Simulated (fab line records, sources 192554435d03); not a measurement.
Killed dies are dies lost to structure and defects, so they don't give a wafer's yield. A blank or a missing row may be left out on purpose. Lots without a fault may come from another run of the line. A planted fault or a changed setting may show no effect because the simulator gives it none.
Chamber matching | flow n5_finfet | N5_BEOL_M4_DESCUM_33 on rie_diel-05: 3 sister chambers
The step chemistry O2, time 7 s. 18 wafers are shown with their chamber, then 8 later ones without.

WAFERS WITH THEIR CHAMBER
wafer  | chamber | showerhead_plenum_p_Torr (Torr) | throttle_valve_pct (%) | oes_product_au (a.u.)
L074.3 | 3       | 2.07                            | 20.33                  | 0.97
L074.4 | 0       | 2.22                            | 20.76                  | 0.86
L074.6 | 2       | 2.15                            | 20.78                  | 0.68
L075.3 | 3       | 2.07                            | 20.33                  | 0.96
L075.4 | 0       | 2.21                            | 20.77                  | 0.85
L075.5 | 2       | 2.15                            | 20.76                  | 0.69
L076.2 | 3       | 2.07                            | 20.33                  | 0.95
L076.5 | 0       | 2.21                            | 20.77                  | 0.84
L076.6 | 2       | 2.15                            | 20.77                  | 0.69
L078.2 | 2       | 2.15                            | 20.77                  | 0.69
L078.5 | 0       | 2.21                            | 20.76                  | 0.84
L078.6 | 3       | 2.06                            | 20.33                  | 0.93
L086.2 | 0       | 2.21                            | 20.79                  | 0.82
L086.3 | 3       | 2.06                            | 20.36                  | 0.90
L086.6 | 3       | 2.06                            | 20.35                  | 0.90
L087.2 | 3       | 2.06                            | 20.38                  | 0.90
L087.4 | 2       | 2.14                            | 20.80                  | 0.67
L087.5 | 2       | 2.14                            | 20.81                  | 0.68

SIGNATURES (means of the wafers above)
reading                  | chamber 0 | chamber 2 | chamber 3 | scatter within a chamber
showerhead_plenum_p_Torr | 2.2120    | 2.1467    | 2.0643    | 0.00506
throttle_valve_pct       | 20.7700   | 20.7817   | 20.3443   | 0.018
oes_product_au           | 0.8420    | 0.6833    | 0.9300    | 0.0213
Rule: a wafer's distance from a chamber is the root of the sum, over the readings, of the square of ((its reading less the chamber's mean) divided by the reading's scatter). The wafer belongs to the nearest chamber; if the next one is less than 2 further off, it can't be placed. The scatter: the root of (the sum of the squares of (reading less its chamber's mean) over the shown wafers, divided by (wafers less chambers)).

WAFERS WITHOUT THEIR CHAMBER
wafer  | showerhead_plenum_p_Torr (Torr) | throttle_valve_pct (%) | oes_product_au (a.u.)
L093.1 | 2.05                            | 20.38                  | 0.88
L093.6 | 2.20                            | 20.81                  | 0.81
L095.4 | 2.20                            | 20.82                  | 0.79
L095.5 | 2.05                            | 20.39                  | 0.87
L095.6 | 2.20                            | 20.85                  | 0.79
L097.4 | 2.14                            | 20.44                  | 0.92
L097.5 | 2.14                            | 20.42                  | 0.92
L097.6 | 2.05                            | 20.42                  | 0.87

WHICH CHAMBER EACH WENT THROUGH
wafer  | from the rows above | in truth
L093.1 | 3                   | 3
L093.6 | 0                   | 0
L095.4 | 0                   | 0
L095.5 | 3                   | 3
L095.6 | 0                   | 0
L097.4 | 3                   | 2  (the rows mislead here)
L097.5 | 3                   | 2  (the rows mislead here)
L097.6 | 3                   | 3
Placed correctly: 6 of 8. Can't be placed from these rows: 0. Placed wrongly: 2.
